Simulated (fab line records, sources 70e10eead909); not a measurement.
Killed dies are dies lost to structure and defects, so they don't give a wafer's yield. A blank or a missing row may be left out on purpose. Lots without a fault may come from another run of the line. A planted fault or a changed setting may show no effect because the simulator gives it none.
Which tool did it? | flow nand_harc | 13 lots, 39 wafers sampled, at 2 steps of a route of 1302

WHAT THE GAUGES READ, wafer by wafer
NHARC_A_CHANNEL_HOLE_D1_CD_MEAS_10: target cd 100 nm.
lot  | measured     | on        | cd_nm (nm)
L372 | day 8 11:17  | cd_sem-03 | 100.0 100.1 99.9
L374 | day 9 05:17  | cd_sem-03 | 100.4 99.6 100.3
L376 | day 10 02:06 | cd_sem-03 | 100.4 100.4 99.9
L377 | day 10 11:25 | cd_sem-02 | 99.4 99.7 99.3
L379 | day 11 16:00 | cd_sem-02 | 100.3 99.4 99.3
L380 | day 11 17:55 | cd_sem-02 | 99.7 99.6 99.6
L381 | day 12 04:19 | cd_sem-02 | 100.0 100.0 100.4
L382 | day 12 15:14 | cd_sem-02 | 100.2 99.4 100.1
L383 | day 12 19:39 | cd_sem-02 | 99.8 99.7 100.1
L384 | day 13 04:55 | cd_sem-02 | 100.1 99.3 98.9
L393 | day 17 08:51 | cd_sem-01 | 99.9 100.0 99.7
L395 | day 18 01:44 | cd_sem-02 | 99.5 99.9 100.6
L394 | day 18 02:46 | cd_sem-01 | 100.2 100.3 100.2

NHARC_A_CHANNEL_HOLE_D1_CD_MEAS_18.
lot  | measured     | on        | cd_nm (nm)
L372 | day 8 12:35  | cd_sem-03 | 102.0 99.3 97.8
L374 | day 9 06:35  | cd_sem-01 | 98.3 98.6 98.2
L376 | day 10 03:35 | cd_sem-03 | 100.9 99.8 99.7
L377 | day 10 12:43 | cd_sem-01 | 99.3 96.3 96.6
L379 | day 11 17:17 | cd_sem-03 | 101.3 100.3 100.2
L380 | day 11 19:13 | cd_sem-03 | 100.4 100.0 99.6
L381 | day 12 05:55 | cd_sem-02 | 99.5 99.3 97.4
L382 | day 12 16:31 | cd_sem-01 | 97.3 98.2 97.8
L383 | day 12 20:57 | cd_sem-03 | 95.7 96.9 100.0
L384 | day 13 06:13 | cd_sem-01 | 97.5 97.4 98.7
L393 | day 17 10:15 | cd_sem-02 | 100.6 98.1 100.8
L395 | day 18 03:10 | cd_sem-01 | 99.3 98.6 99.2
L394 | day 18 04:04 | cd_sem-03 | 98.8 101.4 99.7

WHICH TOOL RAN EACH LOT (tool, then ch and the chambers of the sampled wafers, then the start)
The record holds no process step before these readings.

WHAT THE TOOLS THEMSELVES READ (means of the sampled wafers that have a number; where no wafer has one, the mark that the record gives instead)
The record holds no such reading with a usual standard deviation.

THE ANSWER, worked out from the rows above alone
Rule: what is usual is taken from the lots themselves. Put in order of their means at a reading, lots are off if they are a third of the lots or fewer, leave a main group of 4 or more, and stand apart from it by a gap of 3 or more times the standard deviation of the main group's means; of several such gaps the widest counts. A main group whose means are all the same, to the digits that the tables above print for the reading, isn't used. A lot without any number at a reading at which 4 lots or more have one is off too. The other lots that the step has rows for count as sound. The gauges are gone through in route order, then the tools' own readings, and for those a lot's mean is taken as printed above. The first step at which some lot is off is used, and at that step the reading that is off furthest; a lot without a number counts as furthest.
No lot is off at any reading shown: from this, nothing can be told.

WHAT THE SIMULATOR HAD PUT IN
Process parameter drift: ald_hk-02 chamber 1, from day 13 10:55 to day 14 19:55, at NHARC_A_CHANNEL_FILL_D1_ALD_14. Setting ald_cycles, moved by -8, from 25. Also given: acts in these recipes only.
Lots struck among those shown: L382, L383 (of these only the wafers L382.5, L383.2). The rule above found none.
